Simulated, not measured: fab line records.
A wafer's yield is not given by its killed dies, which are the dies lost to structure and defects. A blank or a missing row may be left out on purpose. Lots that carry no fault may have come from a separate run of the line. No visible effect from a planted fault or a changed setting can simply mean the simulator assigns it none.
The tool behind it: which one? | flow n5 finfet | 10 lots, 30 wafers sampled, at 6 steps of a route of 1938

WHAT THE GAUGES READ, wafer by wafer
N5_BEOL_M0_RS_MEAS_126: the measuring method here is four-point-probe.
lot  | measured     | on            | M0_RS (ohm/sq)
L147 | day 6 07:05  | film metro-02 | 0.528 0.556 0.528
L149 | day 6 18:25  | film metro-01 | 0.537 0.533 0.515
L150 | day 6 20:47  | film metro-01 | 0.535 0.533 0.535
L154 | day 8 03:42  | film metro-02 | 0.544 0.529 0.536
L157 | day 9 04:53  | film metro-02 | 0.525 0.510 0.503
L159 | day 9 11:29  | film metro-01 | 0.535 0.524 0.524
L161 | day 9 17:59  | film metro-02 | 0.532 0.549 0.527
L162 | day 10 03:45 | film metro-01 | 0.530 0.293 0.523
L163 | day 10 06:37 | film metro-01 | 0.532 0.299 0.291
L164 | day 10 18:41 | film metro-02 | 0.530 0.514 0.530

N5_BEOL_M4_RC_MEAS_101.
lot  | measured     | on        | DIBL_N (mV/V)  | DIBL_P (mV/V)  | IOFF_N (nA/um)    | IOFF_P (nA/um)    | ION_N (uA/um) | ION_P (uA/um) | SS_N (mV/dec)  | SS_P (mV/dec)  | VT_N (mV)         | VT_P (mV)
L147 | day 9 09:15  | prober-01 | 36.0 36.7 35.0 | 36.4 37.5 34.9 | 0.155 0.184 0.150 | 0.200 0.223 0.181 | 667 683 666   | 450 461 451   | 71.4 72.0 70.9 | 73.4 72.9 73.3 | 250.5 245.8 249.7 | -254 -250 -256
L149 | day 10 08:19 | prober-01 | 35.8 36.5 36.6 | 35.8 37.8 37.3 | 0.138 0.158 0.155 | 0.190 0.219 0.197 | 671 678 674   | 462 464 463   | 71.0 70.8 70.9 | 73.5 73.9 72.4 | 252.2 248.2 248.5 | -252 -252 -253
L150 | day 10 13:31 | prober-02 | 36.5 36.4 37.8 | 39.0 39.1 39.4 | 0.202 0.185 0.219 | 0.228 0.222 0.236 | 691 682 681   | 468 463 461   | 72.6 72.5 72.2 | 74.4 73.7 74.2 | 246.6 250.5 246.0 | -251 -251 -254
L154 | day 11 15:02 | prober-01 | 36.8 36.6 36.8 | 37.0 37.1 37.6 | 0.172 0.165 0.181 | 0.218 0.223 0.231 | 672 676 693   | 463 462 468   | 72.4 71.9 71.9 | 73.1 73.4 72.8 | 249.1 246.9 246.2 | -250 -251 -251
L157 | day 12 00:11 | prober-01 | 36.8 38.2 36.5 | 36.2 37.8 35.4 | 0.164 0.193 0.152 | 0.212 0.240 0.204 | 688 694 671   | 469 473 458   | 71.3 71.7 71.6 | 73.0 74.0 73.1 | 247.4 246.7 248.8 | -251 -249 -250
L159 | day 12 06:56 | prober-01 | 36.2 37.5 35.9 | 35.4 37.1 34.9 | 0.149 0.177 0.145 | 0.191 0.219 0.186 | 677 695 674   | 461 466 461   | 70.7 71.7 71.4 | 73.2 73.8 73.6 | 248.8 251.3 251.4 | -249 -248 -253
L161 | day 12 14:08 | prober-02 | 35.7 34.5 37.8 | 36.9 35.6 39.1 | 0.147 0.123 0.188 | 0.177 0.160 0.206 | 676 658 668   | 460 450 453   | 71.2 70.6 71.7 | 73.3 73.3 73.9 | 253.7 254.6 247.8 | -254 -257 -254
L162 | day 13 11:26 | prober-01 | 35.0 34.8 35.8 | 33.5 33.7 34.4 | 0.128 0.135 0.142 | 0.166 0.166 0.176 | 667 665 667   | 454 456 458   | 70.8 71.5 71.3 | 72.3 72.3 73.0 | 254.6 251.3 251.5 | -254 -255 -253
L163 | day 13 11:52 | prober-02 | 37.6 38.0 36.0 | 36.6 37.1 34.8 | 0.173 0.187 0.149 | 0.171 0.183 0.158 | 673 680 673   | 447 453 451   | 71.0 72.1 71.1 | 73.9 73.8 73.6 | 248.9 248.6 251.8 | -255 -259 -258
L164 | day 13 16:56 | prober-01 | 36.6 38.3 38.3 | 36.3 37.9 38.0 | 0.168 0.202 0.201 | 0.195 0.221 0.219 | 676 680 678   | 460 467 461   | 71.5 71.9 72.1 | 73.1 73.3 73.6 | 247.7 247.3 246.5 | -249 -250 -249

TOOL THAT RAN EACH LOT (tool first, then ch and the chambers of the sampled wafers, then the start)
lot  | N5_BEOL_M0_SAQP_ILD_DEP_01     | N5_BEOL_M0_SPUTTER_116       | N5_BEOL_M0_SPUTTER_132       | N5_BEOL_M0_PRE_CLEAN_131
L147 | pecvd-03 ch 1,2, day 5 16:55   | pvd sputter-02, day 6 05:37  | pvd sputter-02, day 6 05:44  | cvd co-01 ch 0,2, day 6 06:49
L149 | pecvd-03 ch 1,2, day 6 04:35   | pvd sputter-02, day 6 17:00  | pvd sputter-02, day 6 17:07  | cvd co-02 ch 0,1,2, day 6 18:11
L150 | pecvd-03 ch 0,1,2, day 6 07:35 | pvd sputter-01, day 6 19:23  | pvd sputter-01, day 6 19:30  | cvd co-02 ch 0,1,2, day 6 20:34
L154 | pecvd-03 ch 0,1,2, day 7 09:20 | pvd sputter-02, day 8 02:18  | pvd sputter-02, day 8 02:25  | cvd co-02 ch 0,1, day 8 03:29
L157 | pecvd-02 ch 1,2, day 8 13:43   | pvd sputter-02, day 9 03:29  | pvd sputter-02, day 9 03:36  | cvd co-02 ch 0,1, day 9 04:40
L159 | pecvd-01 ch 0,1,2, day 8 18:45 | pvd sputter-03, day 9 09:12  | pvd sputter-03, day 9 09:19  | cvd co-01 ch 0,1,2, day 9 11:17
L161 | pecvd-01 ch 1,2, day 9 04:45   | pvd sputter-03, day 9 16:25  | pvd sputter-03, day 9 16:32  | cvd co-02 ch 0,2, day 9 17:45
L162 | pecvd-01 ch 0,1, day 9 11:19   | pvd sputter-03, day 10 01:59 | pvd sputter-03, day 10 02:07 | cvd co-02 ch 0,1,2, day 10 03:32
L163 | pecvd-01 ch 1,2, day 9 18:15   | pvd sputter-03, day 10 05:13 | pvd sputter-03, day 10 05:20 | cvd co-01 ch 0,2, day 10 06:24
L164 | pecvd-02 ch 0,1,2, day 9 23:10 | pvd sputter-02, day 10 17:14 | pvd sputter-02, day 10 17:21 | cvd co-01 ch 0,1,2, day 10 18:28
- N5_BEOL_M0_SAQP_ILD_DEP_01: deposits SiOC from DEMS/O2, target thk 45.419 nm, time 8.7 s.
- N5_BEOL_M0_SPUTTER_116: material Cu, target thk 4 nm, time 7.37 s.
- N5_BEOL_M0_SPUTTER_132: material Cu, target thk 4 nm, time 7.37 s.
- N5_BEOL_M0_PRE_CLEAN_131: time 15 s.

AS READ BY THE TOOLS THEMSELVES (means over the sampled wafers that have a number; for cases with no such wafer, the mark the record gives instead)
N5_BEOL_M0_SAQP_ILD_DEP_01.
lot  | tool     | heater power w (W) | showerhead plenum p Torr (Torr) | throttle valve pct (%)
L147 | pecvd-03 | 485                | 5.678                           | 12.0
L149 | pecvd-03 | 502                | 5.684                           | 12.0
L150 | pecvd-03 | 433                | 5.677                           | 12.0
L154 | pecvd-03 | 444                | 5.681                           | 12.2
L157 | pecvd-02 | 469                | 5.692                           | 11.7
L159 | pecvd-01 | 457                | 5.695                           | 12.2
L161 | pecvd-01 | 478                | 5.703                           | 12.0
L162 | pecvd-01 | 481                | 5.704                           | 12.5
L163 | pecvd-01 | 441                | 5.698                           | 12.1
L164 | pecvd-02 | 444                | 5.694                           | 11.7

N5_BEOL_M0_SPUTTER_116.
lot  | tool           | chuck gas flow sccm (sccm) | throttle valve pct (%)
L147 | pvd sputter-02 | 1.23                       | 30.0
L149 | pvd sputter-02 | 1.18                       | 30.2
L150 | pvd sputter-01 | 1.20                       | 31.1
L154 | pvd sputter-02 | 1.14                       | 30.5
L157 | pvd sputter-02 | 1.23                       | 30.4
L159 | pvd sputter-03 | 1.25                       | 29.9
L161 | pvd sputter-03 | 1.26                       | 30.2
L162 | pvd sputter-03 | 1.26                       | 30.1
L163 | pvd sputter-03 | 1.26                       | 30.0
L164 | pvd sputter-02 | 1.26                       | 30.1

N5_BEOL_M0_SPUTTER_132.
lot  | tool           | chuck gas flow sccm (sccm) | throttle valve pct (%)
L147 | pvd sputter-02 | 1.23                       | 30.2
L149 | pvd sputter-02 | 1.27                       | 29.9
L150 | pvd sputter-01 | 1.22                       | 31.1
L154 | pvd sputter-02 | 1.22                       | 30.5
L157 | pvd sputter-02 | 1.25                       | 30.4
L159 | pvd sputter-03 | 1.27                       | 30.0
L161 | pvd sputter-03 | 1.28                       | 30.0
L162 | pvd sputter-03 | 1.26                       | 30.1
L163 | pvd sputter-03 | 1.28                       | 30.0
L164 | pvd sputter-02 | 1.28                       | 29.9

N5_BEOL_M0_PRE_CLEAN_131.
lot  | tool      | heater power w (W)
L147 | cvd co-01 | 77
L149 | cvd co-02 | 78
L150 | cvd co-02 | 76
L154 | cvd co-02 | 99
L157 | cvd co-02 | 97
L159 | cvd co-01 | 75
L161 | cvd co-02 | 71
L162 | cvd co-02 | 77
L163 | cvd co-01 | 79
L164 | cvd co-01 | 76

THE ANSWER, worked out from the rows above alone
Rule: what is usual is taken from the lots themselves. The widest of any qualifying gaps counts: lots, ordered by their means at a reading, are off when they make up no more than a third of the lots, leave a main group of 4 or more, and stand apart from it by 3 or more times the standard deviation of that group's means. If all means in a main group match to the digits the tables above print for the reading, that group is not used. Also off: a lot with no number at a reading for which 4 or more lots have one. All remaining lots with rows at the step are treated as sound. Order of review: gauges by route order, followed by the tools' own readings, for which a lot's mean as printed above is used. At the first step where some lot is off, the reading lying furthest off is the one used; lots without a number count as furthest.
Off: L162, L163, seen at N5_BEOL_M0_RS_MEAS_126 (M0_RS). The main group has a mean of 0.530 ohm/sq with a standard deviation of 0.0078.
A tool fits if, at a process step before that reading, it ran every lot that is off, and no sound lot after the first of them. The gauges at N5_BEOL_M0_RS_MEAS_126 are tried like those tools. Can't be told from this: 3 tools fit, pecvd-01 at N5_BEOL_M0_SAQP_ILD_DEP_01, pvd sputter-03 at N5_BEOL_M0_SPUTTER_116 and N5_BEOL_M0_SPUTTER_132, film metro-01 at N5_BEOL_M0_RS_MEAS_126.

WHAT WAS PUT IN BY THE SIMULATOR
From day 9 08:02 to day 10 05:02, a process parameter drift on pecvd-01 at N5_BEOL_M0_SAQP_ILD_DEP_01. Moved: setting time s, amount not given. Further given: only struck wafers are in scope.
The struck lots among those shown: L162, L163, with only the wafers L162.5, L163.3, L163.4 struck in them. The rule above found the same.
